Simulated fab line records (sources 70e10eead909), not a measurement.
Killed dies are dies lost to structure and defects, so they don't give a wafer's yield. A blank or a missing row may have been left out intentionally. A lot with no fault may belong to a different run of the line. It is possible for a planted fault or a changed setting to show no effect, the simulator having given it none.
Code-filled problem report in 8D (eight disciplines) form | flow nandHarc | the parts of the form that need people (team, actions taken, sign-off) are left out

== 1. PROBLEM STATEMENT ==
Wafers without a fault read 348.5 W, standard deviation 1.1; rfFwdPowerW at NHARC_A_STAIRCASE_DEP_301 reads a mean of 209.2 W on 2 wafers belonging to 2 lots. So: -99 or more standard deviations from the usual mean.
The step: deposits SiON, target thk 30 nm.
Seen first at day 15 13:52 on pecvd-03, wafer L719.3. The record holds 36 wafers of 12 lots with a number at this step. Rule for "out" (also "out of limits"): further than 4 standard deviations from the usual mean. All remaining wafers that have a number are taken as sound.

== 2. WHAT IT IS; WHAT IT IS NOT ==
question                    | is                | is not
which readings at this step | rfFwdPowerW       | heaterPowerW
which lots                  | L719, L724        | L708, L710, L711, L712, L713, L717, L718, L726, L727, L728
which wafers of those lots  | L719.3, L724.3    | L719.1, L719.2, L724.1, L724.6
read on which tools         | pecvd-03          | pecvd-04
when                        | from day 15 13:52 | up to then (23 sound wafers); but 11 sound wafers of L724, L726, L727, L728 came after

== 3. SUSPECTS, AND WHAT RULES EACH OUT ==
Counting: any tool at a process step up to the reading remains a suspect provided it ran every lot that is out. Sound lots after the first of them don't rule it out here, since some wafers of a struck lot are sound.
- rieDiel-13 at NHARC_A_STAIRCASE_ETCH_452 (etches the open film in CF4/O2, target depth 30 nm, overetch 3 nm, time 16.5 s): kept. It processed each lot that is out (first: L719, day 15 13:52); up to then, its last sound lot is L717 (day 14 05:29). NHARC_A_STAIRCASE_ETCH_452: start missing for some lots; hours and lot order therefore follow NHARC_A_STAIRCASE_DEP_301.
- pecvd-03 at NHARC_A_STAIRCASE_DEP_301 (deposits SiON, target thk 30 nm): kept. It processed each lot that is out (first: L719, day 15 13:52); up to then, its last sound lot is L717 (day 14 05:29). On those wafers its own readings are out: rfFwdPowerW.
- rieDiel-13, NHARC_A_STAIRCASE_ETCH_452: wafers that are out in chamber 1, sound lot-mates in chambers 0, 2, 3.
- pecvd-03, NHARC_A_STAIRCASE_DEP_301: wafers that are out in chamber 0, sound lot-mates in chambers 1, 2.
Left after counting: rieDiel-13 at NHARC_A_STAIRCASE_ETCH_452, pecvd-03 at NHARC_A_STAIRCASE_DEP_301.

== 4. THE CAUSE (what the simulator had put in) ==
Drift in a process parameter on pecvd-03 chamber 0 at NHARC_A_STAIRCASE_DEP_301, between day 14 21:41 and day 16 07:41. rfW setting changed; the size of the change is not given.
Counting leaves 2 suspects; this tool is one of them.

== 5. THE CHAIN OF EFFECTS, in route order ==
Each row: a reading whose mean over the struck wafers that have a number lies more than 3 standard deviations from the usual. Only readings for which the record gives a usual standard deviation are gone through. hours: the time from each lot's start at the first step in this table that gives one to its start at this step, as a median over the lots. sigmas: the change in usual standard deviations.
hours | step                      | reading     | usual   | on struck wafers | change | sigmas
0     | NHARC_A_STAIRCASE_DEP_301 | rfFwdPowerW | 348.5 W | 209.2            | -139.3 | -99 or more
Its process steps:
- NHARC_A_STAIRCASE_DEP_301: deposits SiON, target thk 30 nm.

== 6. WHAT WOULD HAVE CAUGHT IT SOONER ==
The fault began at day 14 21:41; the first out-of-limits reading in this record came at day 15 13:52, 16 hours later.
